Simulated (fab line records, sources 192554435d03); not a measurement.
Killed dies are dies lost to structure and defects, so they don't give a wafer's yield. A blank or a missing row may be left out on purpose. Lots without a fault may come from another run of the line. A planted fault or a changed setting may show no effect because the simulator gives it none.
Chamber matching | flow n5_finfet | N5_SPACER0_ALD_00 on ald_sin-04: 4 sister chambers
The step deposits SiOCN, target thk 3.5 nm, pulse time 3 s, purge time 2 s. 8 wafers are shown with their chamber, then 12 later ones without.

WAFERS WITH THEIR CHAMBER
wafer  | chamber | heater_power_w (W) | precursor_pulse_height_rel
L082.2 | 3       | 828                | 0.989
L082.6 | 2       | 1011               | 1.002
L089.1 | 0       | 996                | 1.016
L089.2 | 1       | 855                | 0.992
L089.5 | 3       | 818                | 1.000
L090.3 | 0       | 1014               | 1.011
L090.5 | 2       | 1018               | 0.961
L090.6 | 1       | 858                | 0.983

WAFERS WITHOUT THEIR CHAMBER
wafer  | heater_power_w (W) | precursor_pulse_height_rel
L092.2 | 1014               | 1.015
L092.3 | 862                | 0.988
L092.5 | 860                | 1.025
L093.1 | 842                | 0.986
L093.2 | 1017               | 1.013
L093.3 | 1005               | 0.959
L093.4 | 837                | 0.990
L093.5 | 875                | 1.000
L093.6 | 997                | 1.000
L096.3 | 1005               | 1.000
L096.4 | 1001               | 0.995
L096.5 | 979                | 0.984

WHICH CHAMBER EACH WENT THROUGH
wafer  | from the rows above     | in truth
L092.2 | can't be placed: 0 or 2 | 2
L092.3 | 1                       | 1
L092.5 | 1                       | 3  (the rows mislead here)
L093.1 | can't be placed: 1 or 3 | 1
L093.2 | can't be placed: 0 or 2 | 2
L093.3 | can't be placed: 2 or 0 | 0
L093.4 | can't be placed: 3 or 1 | 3
L093.5 | 1                       | 1
L093.6 | can't be placed: 0 or 2 | 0
L096.3 | can't be placed: 0 or 2 | 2
L096.4 | can't be placed: 0 or 2 | 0
L096.5 | can't be placed: 0 or 2 | 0
Placed correctly: 2 of 12. Can't be placed from these rows: 9 (the true chamber is among the candidates in 9). Placed wrongly: 1.
How it was worked out, from the rows above alone: a wafer's distance from a chamber is the root of the sum, over the readings, of the square of ((its reading less the chamber's mean) divided by the reading's scatter). The wafer belongs to the nearest chamber; if the next one is less than 2 further off, it can't be placed. A chamber's mean is the mean of its shown wafers. The scatter: the root of (the sum of the squares of (reading less its chamber's mean) over the shown wafers, divided by (wafers less chambers)).
